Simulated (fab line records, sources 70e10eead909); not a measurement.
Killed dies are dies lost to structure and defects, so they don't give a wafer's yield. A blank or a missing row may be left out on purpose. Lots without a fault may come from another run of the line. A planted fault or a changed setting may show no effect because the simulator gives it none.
fab line records | flow nand_harc
record lots=7 wafers=21 last_day=33
route steps=1302 shown A_CONTACT@1034 END@1302
lots that met no fault: from a run of the same line without faults
start_h: hours from the record's first day to the start of the lot's first wafer shown | wait_h: hours since the lot's step before | " the same as in the row above | L1.1+2: a row that stands for several wafers | - no value, or no start given | * or withheld: withheld | < > ~ a bound
route shown NAME@n: a module of which the file shows steps, and the number in the route of the first | usual: mean/standard deviation of fault-free wafers | same: alike in all rows | chamber/n: place in a boat | sites: the reading at each site | _std_site: their standard deviation | _edge_site: outer sites' mean less inner sites' | radius_mm: how far each site lies from the wafer's centre | mask NAME#n: copy n | behind: the tool/chamber that last shaped the wafer | hold: why the lot was held/for how many hours/how that ended | device: the transistor (n, p or np) that didn't switch | end of line: the same wafers' tests at the end of the route | a step without rows: its recipe alone | killed: dies lost to structure and defects at the first sort, not the wafer's yield | map: a wafer's dies, x killed, . not, _ none there
set.NAME: the setting as run; set.NAME@STEP: as run at that earlier step | model.NAME: the simulator's own value behind a step, which no gauge read
lots at some steps of the route; a table a step, a row a wafer
services: from which hour (start_h, from the record's first day; less than 0 if before it) a tool's chamber was out of use, for how many hours, and why
## steps
# step NHARC_A_CONTACT_SOFTBAKE_64
# recipe temp_c=105 time_s=55
# step NHARC_A_CONTACT_EBR_65
# step NHARC_A_CONTACT_EXPOSE_66
# recipe na=1.35 sigma_outer=0.8 dose_mj=59.02 mask_id=A_CC_2
# step NHARC_A_CONTACT_PEB_67
# recipe peb_temp_c=100 peb_time_s=65
# step NHARC_A_CONTACT_DEVELOP_68
# recipe develop_time_s=35 dev_temp_c=23
# step NHARC_A_CONTACT_CD_MEAS_69
# recipe target_cd_nm=300 landing_energy_ev=500
# usual cd_nm=300.1/0.53
# columns lot.wafer tool chamber start_h wait_h cd_nm
L602.1 cd_sem-01 0 513.17 - 300.5
L602.2 " 0 " " 300.0
L602.6 " 0 " " 300.0
L606.2 cd_sem-02 0 539.00 - 299.1
L606.3 " 0 " " 300.4
L606.5 " 0 " " 299.7
L605.1 cd_sem-01 0 539.40 - 300.9
L605.3 " 0 " " 300.4
L605.5 " 0 " " 300.8
L607.3 cd_sem-02 0 544.22 - 299.8
L607.4 " 0 " " 300.8
L607.5 " 0 " " 299.4
L621.2 cd_sem-03 0 685.47 - 299.9
L621.3 " 0 " " 298.7
L621.4 " 0 " " 300.9
L624.3 cd_sem-03 0 702.59 - 299.3
L624.5 " 0 " " 300.1
L624.6 " 0 " " 300.5
L625.2 cd_sem-03 0 729.39 - 300.1
L625.3 " 0 " " 300.1
L625.5 " 0 " " 299.5
# step NHARC_A_CONTACT_OVL_MEAS_70
# usual overlay_x_nm=0.1/0.97 overlay_y_nm=0.0/0.69
# columns lot.wafer tool chamber start_h wait_h overlay_x_nm overlay_y_nm
L602.1 overlay-02 - 513.26 - -1.9 0.0
L602.2 " - " " -1.7 0.3
L602.6 " - " " -1.6 -0.1
L606.2 overlay-02 - 539.09 - -0.7 2.0
L606.3 " - " " -0.9 1.5
L606.5 " - " " -0.1 1.3
L605.1 overlay-01 - 539.48 - -0.7 0.7
L605.3 " - " " -0.5 0.4
L605.5 " - " " 0.2 1.0
L607.3 overlay-02 - 544.30 - -0.6 -1.0
L607.4 " - " " -0.6 -0.9
L607.5 " - " " -0.8 -1.1
L621.2 overlay-01 - 685.56 - -0.6 -0.3
L621.3 " - " " -0.4 -0.4
L621.4 " - " " 0.0 -0.1
L624.3 overlay-01 - 702.68 - 0.5 -0.8
L624.5 " - " " -0.3 0.0
L624.6 " - " " 0.1 -0.4
L625.2 overlay-01 - 729.48 - 0.1 0.6
L625.3 " - " " 0.2 0.3
L625.5 " - " " 0.8 0.8
# step NHARC_A_CONTACT_INSPECT_71
# usual raw_defect_count=83/27
# columns lot.wafer tool chamber start_h wait_h raw_defect_count
L602.1 defect_inspect-01 - 513.29 0.0 123
L602.2 " - " " 113
L602.6 " - " " 118
L606.2 defect_inspect-02 - 539.12 0.0 59
L606.3 " - " " 76
L606.5 " - " " 53
L605.1 defect_inspect-02 - 539.52 0.0 94
L605.3 " - " " 107
L605.5 " - " " 133
L607.3 defect_inspect-02 - 544.34 0.0 61
L607.4 " - " " 64
L607.5 " - " " 64
L621.2 defect_inspect-02 - 685.59 0.0 61
L621.3 " - " " 74
L621.4 " - " " 58
L624.3 defect_inspect-02 - 702.71 0.0 62
L624.5 " - " " 43
L624.6 " - " " 44
L625.2 defect_inspect-02 - 729.52 0.0 101
L625.3 " - " " 65
L625.5 " - " " 82
# step NHARC_A_CONTACT_DESCUM_74
# recipe time_s=3 o2_flow_sccm=200 ar_flow_sccm=0 bias_power_w=0 chemistry=O2
# usual drypump_motor_current_A=5.6/0.4 oes_product_au=1.001/0.014 rf_vpp_V=57.7/0.92 showerhead_plenum_p_Torr=1.89/0.082 throttle_valve_pct=11.312/0.0077
# columns lot.wafer tool chamber start_h wait_h drypump_motor_current_A oes_product_au rf_hours_counter_h rf_vpp_V showerhead_plenum_p_Torr throttle_valve_pct
L602.2 rie_diel-12 2 513.37 0.1 5.7 1.028 5 58.0 1.79 11.315
L602.1 " 3 " " 5.9 0.988 8 57.6 1.98 11.321
L602.6 " 1 " " 5.9 1.014 - 56.6 1.89 11.303
L606.3 rie_diel-12 2 539.20 0.1 5.7 1.024 12 56.7 1.79 11.312
L606.2 " 3 " " 5.9 0.986 14 58.9 1.98 11.320
L606.5 " 3 " " 5.9 0.989 - 57.7 1.98 11.312
L605.1 rie_diel-03 3 539.58 0.1 5.8 0.994 29 56.3 1.83 11.305
L605.3 " 1 " " 5.6 1.008 23 57.5 1.94 11.326
L605.5 " 0 " " 6.1 0.986 - 58.0 1.82 11.316
L607.4 rie_diel-03 3 544.40 0.1 5.8 0.996 31 57.6 1.83 11.298
L607.3 " 0 " " 6.1 0.990 27 58.2 1.82 11.318
L607.5 " 0 " " 6.1 0.993 - 56.6 1.82 11.320
L621.2 rie_diel-12 1 685.65 0.1 5.9 0.992 12 58.3 1.88 11.318
L621.4 " 2 " " 5.7 1.023 13 58.4 1.78 11.318
L621.3 " 3 " " 5.9 1.003 12 58.4 1.97 11.300
L624.3 rie_diel-03 2 702.78 0.1 6.1 0.988 21 59.1 1.92 11.312
L624.6 " 1 " " 5.6 1.009 - 57.9 1.93 11.309
L624.5 " 2 " " 6.1 0.979 - 57.0 1.92 11.303
L625.2 rie_diel-12 2 729.58 0.1 5.7 1.013 20 56.2 1.78 11.304
L625.3 " 1 " " 5.9 0.997 18 57.3 1.88 11.313
L625.5 " 3 " " 5.9 1.006 - 56.1 1.97 11.306
# step NHARC_A_CONTACT_ETCH_75
# recipe target_depth_a=390 over_etch_frac=0.3 time_s=65 ion_energy_ev=80 cf4_flow_sccm=150 ar_flow_sccm=0 rf_w=300 bias_w=100 chemistry=CF4
# usual bias_w=99.99/0.29 cf4_flow_sccm=150.0/0.44 drypump_motor_current_A=5.6/0.4 oes_product_au=1.000/0.013 rf_vpp_V=151.0/1.2 showerhead_plenum_p_Torr=1.75/0.071 throttle_valve_pct=13.283/0.0088
# columns lot.wafer tool chamber start_h wait_h bias_w cf4_flow_sccm drypump_motor_current_A oes_product_au rf_hours_counter_h rf_vpp_V showerhead_plenum_p_Torr throttle_valve_pct
L602.1 rie_diel-12 0 513.45 0.1 99.68 149.5 4.9 0.987 9 150.3 1.70 13.283
L602.2 " 1 " " 99.78 150.6 5.9 1.006 8 149.4 1.75 13.292
L602.6 " 2 " " 99.34 150.1 5.7 1.025 - 149.5 1.66 13.285
L606.2 rie_diel-12 0 539.29 0.1 100.00 149.5 4.9 0.983 15 151.1 1.70 13.274
L606.3 " 2 " " 99.95 150.4 5.7 1.015 12 151.3 1.66 13.279
L606.5 " 0 " " 99.80 150.1 4.9 0.987 - 150.0 1.70 13.293
L605.1 rie_diel-03 1 539.67 0.1 100.46 150.0 5.6 1.005 23 149.8 1.79 13.286
L605.3 " 2 " " 99.85 150.2 6.0 0.997 27 150.9 1.79 13.270
L605.5 " 1 " " 100.06 149.8 5.6 1.008 - 152.9 1.79 13.292
L607.4 rie_diel-03 0 544.49 0.1 99.34 150.1 6.1 0.992 27 149.9 1.69 13.283
L607.3 " 1 " " 99.71 150.4 5.6 1.013 25 152.4 1.79 13.284
L607.5 " 2 " " 99.98 149.1 6.0 1.001 - 150.0 1.79 13.291
L621.4 rie_diel-12 1 685.74 0.1 100.43 150.3 5.9 0.991 12 151.2 1.74 13.291
L621.2 " 2 " " 100.75 150.0 5.7 1.022 13 148.4 1.65 13.276
L621.3 " 0 " " 99.84 149.1 4.9 1.016 12 150.6 1.69 13.274
L624.3 rie_diel-03 3 702.87 0.1 99.95 150.2 5.8 1.003 21 148.9 1.69 13.285
L624.5 " 1 " " 99.74 150.3 5.6 0.991 - 151.6 1.78 13.279
L624.6 " 2 " " 99.92 150.1 6.1 0.976 - 151.2 1.78 13.285
L625.3 rie_diel-12 3 729.67 0.1 100.18 149.9 5.9 0.998 19 152.0 1.82 13.290
L625.2 " 0 " " 99.63 148.5 4.9 1.028 17 149.9 1.69 13.275
L625.5 " 2 " " 100.53 150.1 5.7 1.011 - 149.8 1.65 13.276
# step NHARC_A_CONTACT_ETCH_76
# recipe target_depth_a=2600 over_etch_frac=0.3 time_s=475.3 ion_energy_ev=200 n2_flow_sccm=150 h2_flow_sccm=150 ar_flow_sccm=0 rf_w=400 bias_w=150 chemistry=N2/H2
# usual bias_w=150.0/0.41 chamber_pressure_mTorr=30.00/0.031 drypump_motor_current_A=5.7/0.39 h2_flow_sccm=150.0/0.45 oes_product_au=1.000/0.015 rf_vpp_V=429.6/2.7 showerhead_plenum_p_Torr=2.01/0.091 throttle_valve_pct=14.171/0.0096
# columns lot.wafer tool chamber start_h wait_h bias_w chamber_pressure_mTorr drypump_motor_current_A h2_flow_sccm oes_product_au rf_hours_counter_h rf_vpp_V showerhead_plenum_p_Torr throttle_valve_pct
L602.2 rie_diel-12 1 - - 150.6 30.03 5.9 150.4 1.002 9 429.8 2.01 14.175
L602.1 " 2 " " 150.2 30.01 5.7 150.6 1.023 5 426.2 1.90 14.175
L602.6 " 1 " " 150.8 29.93 5.9 150.0 1.003 - 430.1 2.01 14.172
L606.3 rie_diel-12 2 - - 150.7 30.03 5.7 150.1 1.027 12 425.4 1.90 14.173
L606.2 " 3 " " 149.5 29.99 5.9 149.9 0.990 14 434.4 2.11 14.171
L606.5 " 0 " " 150.0 29.93 4.9 149.8 0.995 - 427.0 1.95 14.178
L605.1 rie_diel-03 3 - - 150.5 30.02 5.8 150.5 0.986 29 427.8 1.95 14.173
L605.3 " 0 " " 149.3 30.02 6.1 150.5 0.993 25 426.9 1.94 14.192
L605.5 " 3 " " 150.4 29.98 5.9 150.1 0.993 - 427.4 1.95 14.172
L607.3 rie_diel-03 0 - - 149.1 30.02 6.1 150.0 0.977 27 427.3 1.94 14.158
L607.4 " 1 " " 149.5 30.02 5.7 149.2 0.997 25 431.3 2.07 14.169
L607.5 " 0 " " 149.5 30.00 6.1 150.1 0.985 - 428.0 1.94 14.176
L621.4 rie_diel-12 1 - - 149.9 30.00 5.9 149.4 0.980 12 429.6 2.00 14.185
L621.2 " 2 " " 150.4 29.99 5.7 150.5 1.022 13 426.8 1.89 14.178
L621.3 " 3 " " 150.3 30.00 5.9 150.6 0.988 12 432.5 2.10 14.172
L624.3 rie_diel-03 1 - - 150.1 30.01 5.6 149.7 0.991 13 431.8 2.06 14.154
L624.5 " 3 " " 149.7 30.00 5.9 149.8 1.011 - 427.3 1.93 14.161
L624.6 " 0 " " 149.7 30.07 6.1 150.7 1.008 - 427.3 1.93 14.172
L625.2 rie_diel-12 2 - - 149.5 29.99 5.7 149.9 1.003 20 426.3 1.89 14.183
L625.3 " 0 " " 149.9 30.03 4.9 150.0 1.021 17 427.6 1.94 14.167
L625.5 " 1 " " 149.1 30.02 5.9 150.5 0.993 - 429.2 2.00 14.177
# step NHARC_A_CONTACT_ETCH_77
# recipe target_depth_a=1089 time_s=54.5 cf4_flow_sccm=100 chf3_flow_sccm=30 ar_flow_sccm=0 rf_w=500 bias_w=200 chemistry=CF4/CHF3
# usual bias_w=200.1/0.6 cf4_flow_sccm=100.00/0.29 drypump_motor_current_A=5.6/0.4 oes_product_au=0.939/0.024 rf_vpp_V=370.1/2.1 showerhead_plenum_p_Torr=1.56/0.063 throttle_valve_pct=16.803/0.0085
# columns lot.wafer tool chamber start_h wait_h bias_w cf4_flow_sccm drypump_motor_current_A oes_product_au rf_hours_counter_h rf_vpp_V showerhead_plenum_p_Torr throttle_valve_pct
L602.1 rie_diel-12 1 - - 199.3 100.47 6.0 0.953 9 371.8 1.55 16.799
L602.2 " 2 " " 200.8 100.23 5.7 0.958 5 366.3 1.48 16.796
L602.6 " 3 " " 200.5 100.31 5.9 0.951 - 372.4 1.63 16.805
L606.3 rie_diel-12 0 - - 200.3 100.17 4.9 0.908 15 366.9 1.51 16.809
L606.2 " 2 " " 201.2 99.72 5.7 0.938 12 367.1 1.47 16.804
L606.5 " 2 " " 200.0 99.65 5.7 0.936 - 367.4 1.47 16.799
L605.3 rie_diel-03 2 - - 200.1 100.25 6.1 0.921 27 370.8 1.60 16.809
L605.1 " 0 " " 200.6 100.35 6.1 0.926 25 369.2 1.50 16.800
L605.5 " 2 " " 199.8 99.97 6.0 0.920 - 371.3 1.59 16.823
L607.4 rie_diel-03 1 - - 200.1 100.03 5.7 0.976 25 371.5 1.59 16.803
L607.3 " 3 " " 199.1 99.56 5.8 0.945 32 368.8 1.51 16.787
L607.5 " 2 " " 199.4 99.49 6.0 0.970 - 370.2 1.59 16.801
L621.2 rie_diel-12 1 - - 199.8 99.85 5.9 0.920 13 369.4 1.55 16.804
L621.3 " 2 " " 199.9 100.35 5.7 0.938 13 367.5 1.47 16.815
L621.4 " 0 " " 200.7 99.93 4.9 0.937 12 368.6 1.51 16.806
L624.3 rie_diel-03 2 - - 200.4 99.74 6.0 0.939 21 371.5 1.58 16.800
L624.5 " 1 " " 200.3 99.56 5.6 0.942 - 370.9 1.58 16.809
L624.6 " 2 " " 200.2 100.08 6.0 0.938 - 370.2 1.58 16.806
L625.2 rie_diel-12 2 - - 200.4 100.22 5.7 0.928 20 368.1 1.47 16.794
L625.3 " 3 " " 199.7 100.84 5.9 0.911 19 372.5 1.62 16.801
L625.5 " 3 " " 199.1 100.26 5.9 0.918 - 373.1 1.62 16.814
# step NHARC_A_CONTACT_ETCH_78
# recipe target_depth_a=53000 over_etch_frac=0.3 time_s=1378 ion_energy_ev=150 o2_flow_sccm=400 cos_flow_sccm=20 ar_flow_sccm=0 rf_w=500 bias_w=300 chemistry=O2/COS
# usual bias_w=300.1/0.95 chamber_pressure_mTorr=20.001/0.019 drypump_motor_current_A=5.7/0.38 oes_product_au=1.000/0.014 rf_vpp_V=313.7/2.1 showerhead_plenum_p_Torr=3.09/0.13 throttle_valve_pct=28.330/0.0097
# columns lot.wafer tool chamber start_h wait_h bias_w chamber_pressure_mTorr drypump_motor_current_A oes_product_au rf_hours_counter_h rf_vpp_V showerhead_plenum_p_Torr throttle_valve_pct
L602.2 rie_diel-12 2 514.06 - 301.4 20.011 5.7 1.028 6 310.8 2.93 28.329
L602.1 " 3 " " 300.3 20.036 5.9 0.982 8 315.4 3.22 28.323
L602.6 " 2 " " 301.4 20.002 5.7 1.016 - 311.8 2.93 28.337
L606.2 rie_diel-12 2 540.03 - - - - - - - - -
L606.3 " 3 " " - - - - - - - -
L606.5 " 0 " " - - - - - - - -
L605.1 rie_diel-03 1 540.20 - - - - - - - - -
L605.3 " 0 " " - - - - - - - -
L605.5 " 2 " " - - - - - - - -
L607.4 rie_diel-03 1 545.03 - - - - - - - - -
L607.3 " 2 " " - - - - - - - -
L607.5 " 1 " " - - - - - - - -
L621.2 rie_diel-12 1 686.26 - 299.1 19.988 5.9 0.991 13 312.0 3.07 28.328
L621.4 " 2 " " 300.2 19.977 5.7 1.017 13 311.7 2.91 28.342
L621.3 " 0 " " 299.6 20.014 4.9 1.004 12 311.1 2.99 28.338
L624.3 rie_diel-03 2 703.67 - 299.6 19.999 6.0 0.985 22 316.1 3.14 28.318
L624.6 " 3 " " 298.8 20.001 5.9 1.014 - 311.9 2.97 28.324
L624.5 " 0 " " 300.2 19.974 6.1 1.008 - 310.9 2.96 28.325
L625.3 rie_diel-12 2 730.28 - 300.3 20.008 5.7 1.013 21 310.5 2.91 28.333
L625.2 " 3 " " 300.2 20.008 5.9 0.993 20 315.0 3.21 28.337
L625.5 " 1 " " 301.1 20.005 5.9 0.993 - 312.9 3.07 28.341
# step NHARC_A_CONTACT_ETCH_124
# recipe source_w=withheld pressure_mtorr=20 bias_v=withheld time_s=140 target_depth_a=7000 ar_flow_sccm=withheld c4f8_flow_sccm=withheld o2_flow_sccm=withheld chemistry=C4F8/O2/Ar
# usual chamber_pressure_mTorr=20.001/0.02 oes_air_line_au=1.002/0.02
# columns lot.wafer tool chamber start_h wait_h chamber_pressure_mTorr oes_air_line_au rf_hours_counter_h
L602.2 har_cap_etch-02 0 514.88 - 19.970 0.980 88
L602.1 " 1 " " 19.976 1.036 88
L602.6 " 0 " " 19.987 0.970 -
L606.2 har_cap_etch-01 0 541.05 - 19.984 0.997 4
L606.3 " 0 " " 19.989 0.979 -
L606.5 " 1 " " 19.985 1.016 -
L605.1 har_cap_etch-03 1 541.13 - 19.984 1.005 51
L605.3 " 1 " " 20.006 1.018 -
L605.5 " 1 " " 19.979 1.014 -
L607.3 har_cap_etch-01 0 546.04 - 19.991 1.006 -
L607.4 " 1 " " 20.031 1.004 -
L607.5 " 1 " " 20.005 1.019 -
L621.2 har_cap_etch-03 0 687.22 - 19.983 1.034 76
L621.4 " 1 " " 19.990 1.038 -
L621.3 " 0 " " 20.010 1.035 -
L624.3 har_cap_etch-01 1 704.38 - 20.015 0.998 -
L624.6 " 1 " " 20.029 1.029 -
L624.5 " 0 " " 19.969 1.013 -
L625.2 har_cap_etch-03 1 731.16 - 20.029 0.953 83
L625.3 " 1 " " 20.005 0.973 -
L625.5 " 1 " " 19.988 0.967 -
# step NHARC_END_SORT_01
# recipe temp_c=25
# usual killed_at_array=59/17 killed_at_other=0.9/1.6 killed_at_periphery=3.7/2.3 killed_dies=64/17 killed_open=3.3/1.8 killed_short=2.4/1.6
# same gross_dies=677
# columns lot.wafer tool chamber start_h wait_h killed_at_array killed_at_other killed_at_periphery killed_dies killed_open killed_short
L606.2 prober-02 0 598.03 2.8 673 0 4 677 5 4
L606.3 prober-02 0 598.84 3.1 674 0 3 677 3 2
L606.5 prober-02 0 600.45 3.7 674 0 3 677 3 2
L605.1 prober-01 0 604.91 2.5 668 2 7 677 1 3
L605.3 prober-01 0 606.49 3.1 670 1 6 677 4 4
L605.5 prober-01 0 608.06 3.7 672 2 3 677 2 2
L607.3 prober-02 0 606.68 3.1 676 0 1 677 5 3
L607.4 prober-02 0 607.48 3.4 674 0 3 677 4 3
L607.5 prober-02 0 608.29 3.7 677 0 0 677 3 1
# killed by level:class
L606.2 A_CONTACT:area_etch=632 A_CHANNEL_HOLE_D2:chamber_film_flake=26 P_CONTACT:geometric_particle:open=2 A_CHANNEL_FILL_D1:chamber_film_flake=2 A_CHANNEL_FILL_D2:chamber_film_flake=2 A_SOURCE_PLATE:geometric_particle:open=1 A_ONON_D1:geometric_particle:open=1 A_CHANNEL_HOLE_D1:geometric_particle:short=1
L606.3 A_CONTACT:area_etch=623 A_CHANNEL_HOLE_D2:chamber_film_flake=34 A_CHANNEL_HOLE_D1:chamber_film_flake=5 A_CHANNEL_FILL_D2:chamber_film_flake=2 A_STAIRCASE:chamber_film_flake=2 A_CONTACT:chamber_film_flake=2 P_CONTACT:geometric_particle:open=1 A_ONON_D1:geometric_particle:open=1
L606.5 A_CONTACT:area_etch=638 A_CHANNEL_HOLE_D2:chamber_film_flake=24 A_CHANNEL_HOLE_D1:chamber_film_flake=3 A_STAIRCASE:chamber_film_flake=2 P_GATE:geometric_particle:open=1 A_ONON_D2:geometric_particle:short=1 A_ONON_D1:geometric_particle:open=1 A_CHANNEL_FILL_D1:geometric_particle:open=1
L605.1 A_CONTACT:area_etch=595 A_CHANNEL_HOLE_D1:chamber_film_flake=30 A_SLIT:chamber_film_flake=25 A_CHANNEL_HOLE_D2:chamber_film_flake=7 P_STI:chamber_film_flake=5 A_CONTACT:chamber_film_flake=5 A_CHANNEL_FILL_D1:chamber_film_flake=2 THIN_TSV:chamber_film_flake=2
L605.3 A_CONTACT:area_etch=592 A_SLIT:chamber_film_flake=31 A_CHANNEL_HOLE_D1:chamber_film_flake=29 A_STAIRCASE:chamber_film_flake=5 P_STI:chamber_film_flake=3 A_DECK1_JOINT:chamber_film_flake=3 A_CONTACT:chamber_film_flake=3 A_CHANNEL_HOLE_D2:chamber_film_flake=2
L607.3 A_CONTACT:area_etch=639 A_CHANNEL_HOLE_D2:chamber_film_flake=24 A_CONTACT:chamber_film_flake=4 P_CONTACT:geometric_particle:open=1 A_CHANNEL_FILL_D1:geometric_particle:open=1 A_CHANNEL_FILL_D1:geometric_particle:short=1 A_DECK1_JOINT:geometric_particle:short=1 A_SGD_CUT:geometric_particle:short=1
L607.4 A_CONTACT:area_etch=630 A_CHANNEL_HOLE_D2:chamber_film_flake=31 A_M1:chamber_film_flake=4 A_CHANNEL_HOLE_D1:chamber_film_flake=2 A_CONTACT:chamber_film_flake=2 P_GATE:geometric_particle:open=1 P_CONTACT:geometric_particle:short=1 P_M0:geometric_particle:open=1
L605.5 A_CONTACT:area_etch=584 A_SLIT:chamber_film_flake=35 A_CHANNEL_HOLE_D1:chamber_film_flake=25 A_CHANNEL_HOLE_D2:chamber_film_flake=11 A_STAIRCASE:chamber_film_flake=4 A_CONTACT:chamber_film_flake=4 A_CHANNEL_FILL_D1:chamber_film_flake=3 A_ONON_D1:geometric_particle:open=2
L607.5 A_CONTACT:area_etch=625 A_CHANNEL_HOLE_D2:chamber_film_flake=36 A_CONTACT:chamber_film_flake=6 A_M1:chamber_film_flake=4 A_CHANNEL_FILL_D2:geometric_particle:open=1 A_M0:geometric_particle:short=1 A_M0:geometric_particle:open=1 A_M1:geometric_particle:open=1
# map L605.1 (x killed, . not)
____________x____________
_________xxxxxxx_________
_______xxxxxxxxxxx_______
______xxxxxxxxxxxxx______
_____xxxxxxxxxxxxxxx_____
____xxxxxxxxxxxxxxxxx____
____xxxxxxxxxxxxxxxxx____
___xxxxxxxxxxxxxxxxxxx___
___xxxxxxxxxxxxxxxxxxx___
__xxxxxxxxxxxxxxxxxxxxx__
__xxxxxxxxxxxxxxxxxxxxx__
_xxxxxxxxxxxxxxxxxxxxxxx_
_xxxxxxxxxxxxxxxxxxxxxxx_
_xxxxxxxxxxxxxxxxxxxxxxx_
_xxxxxxxxxxxxxxxxxxxxxxx_
_xxxxxxxxxxxxxxxxxxxxxxx_
xxxxxxxxxxxxxxxxxxxxxxxxx
xxxxxxxxxxxxxxxxxxxxxxxxx
xxxxxxxxxxxxxxxxxxxxxxxxx
xxxxxxxxxxxxxxxxxxxxxxxxx
xxxxxxxxxxxxxxxxxxxxxxxxx
_xxxxxxxxxxxxxxxxxxxxxxx_
_xxxxxxxxxxxxxxxxxxxxxxx_
_xxxxxxxxxxxxxxxxxxxxxxx_
_xxxxxxxxxxxxxxxxxxxxxxx_
_xxxxxxxxxxxxxxxxxxxxxxx_
__xxxxxxxxxxxxxxxxxxxxx__
__xxxxxxxxxxxxxxxxxxxxx__
___xxxxxxxxxxxxxxxxxxx___
___xxxxxxxxxxxxxxxxxxx___
____xxxxxxxxxxxxxxxxx____
____xxxxxxxxxxxxxxxxx____
_____xxxxxxxxxxxxxxx_____
______xxxxxxxxxxxxx______
_______xxxxxxxxxxx_______
_________xxxxxxx_________
____________x____________
# map L606.2 (x killed, . not)
____________x____________
_________xxxxxxx_________
_______xxxxxxxxxxx_______
______xxxxxxxxxxxxx______
_____xxxxxxxxxxxxxxx_____
____xxxxxxxxxxxxxxxxx____
____xxxxxxxxxxxxxxxxx____
___xxxxxxxxxxxxxxxxxxx___
___xxxxxxxxxxxxxxxxxxx___
__xxxxxxxxxxxxxxxxxxxxx__
__xxxxxxxxxxxxxxxxxxxxx__
_xxxxxxxxxxxxxxxxxxxxxxx_
_xxxxxxxxxxxxxxxxxxxxxxx_
_xxxxxxxxxxxxxxxxxxxxxxx_
_xxxxxxxxxxxxxxxxxxxxxxx_
_xxxxxxxxxxxxxxxxxxxxxxx_
xxxxxxxxxxxxxxxxxxxxxxxxx
xxxxxxxxxxxxxxxxxxxxxxxxx
xxxxxxxxxxxxxxxxxxxxxxxxx
xxxxxxxxxxxxxxxxxxxxxxxxx
xxxxxxxxxxxxxxxxxxxxxxxxx
_xxxxxxxxxxxxxxxxxxxxxxx_
_xxxxxxxxxxxxxxxxxxxxxxx_
_xxxxxxxxxxxxxxxxxxxxxxx_
_xxxxxxxxxxxxxxxxxxxxxxx_
_xxxxxxxxxxxxxxxxxxxxxxx_
__xxxxxxxxxxxxxxxxxxxxx__
__xxxxxxxxxxxxxxxxxxxxx__
___xxxxxxxxxxxxxxxxxxx___
___xxxxxxxxxxxxxxxxxxx___
____xxxxxxxxxxxxxxxxx____
____xxxxxxxxxxxxxxxxx____
_____xxxxxxxxxxxxxxx_____
______xxxxxxxxxxxxx______
_______xxxxxxxxxxx_______
_________xxxxxxx_________
____________x____________
## services
# columns tool chamber start_h hours kind
rie_diel-03 0 491.44 8.7 repair
rie_diel-12 2 495.22 12.4 repair
har_cap_etch-01 - 498.56 17.0 pm
rie_diel-03 3 499.98 1.6 repair
rie_diel-12 0 503.40 - clean
rie_diel-12 1 503.40 - clean
rie_diel-12 3 503.40 - clean
har_cap_etch-03 - 507.31 3.3 repair
rie_diel-12 0 527.90 - clean
rie_diel-12 1 527.90 - clean
rie_diel-12 2 527.90 - clean
rie_diel-12 3 527.90 - clean
rie_diel-12 1 533.72 14.0 repair
har_cap_etch-01 - 559.47 4.6 repair
rie_diel-03 0 595.85 5.6 repair
har_cap_etch-03 - 600.92 7.8 repair
rie_diel-12 - 622.40 9.0 pm
har_cap_etch-01 - 623.00 1.3 repair
har_cap_etch-03 - 623.94 0.4 repair
rie_diel-03 - 636.50 9.0 pm
rie_diel-03 1 650.83 17.3 repair
rie_diel-03 3 654.93 1.4 repair
har_cap_etch-01 - 689.92 0.4 repair
rie_diel-03 3 696.21 2.9 repair
## key
first_sign step=NHARC_A_CONTACT_ETCH_78 reading=tool_record direction=missing
effect step=NHARC_END_SORT_01 reading=killed_at_array direction=up sigmas=37 usual=59 struck=673
more_kills_born_at NHARC_A_CONTACT_ETCH_78@rie_diel-03=3665 NHARC_A_CONTACT_ETCH_78@rie_diel-12=1893
met_at NHARC_A_CONTACT_ETCH_78
struck_wafers L605.1,L605.3,L605.5,L606.2,L606.3,L606.5,L607.3,L607.4,L607.5
later_rows_left_out L605.1,L605.3,L605.5,L606.2,L606.3,L606.5,L607.3,L607.4,L607.5
tester_left_out L605,L606,L607
onset_between 514.06 540.03
fault kind=skipped_step_whole tool=rie_diel-03,rie_diel-12 chamber=- onset_h=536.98 steps=NHARC_A_CONTACT_ETCH_78 scope=struck_lots_only
# tester_left_out: of these lots the tester's yield and bins aren't shown, on N5 and GAA mostly nor the transistor test; their killed dies are dies lost to structure and defects alone, not to doping, threshold or leakage, so they don't give the yield
# later_rows_left_out: the simulator's readings of these wafers behind a module that went badly wrong aren't trusted and aren't shown, but for the sort
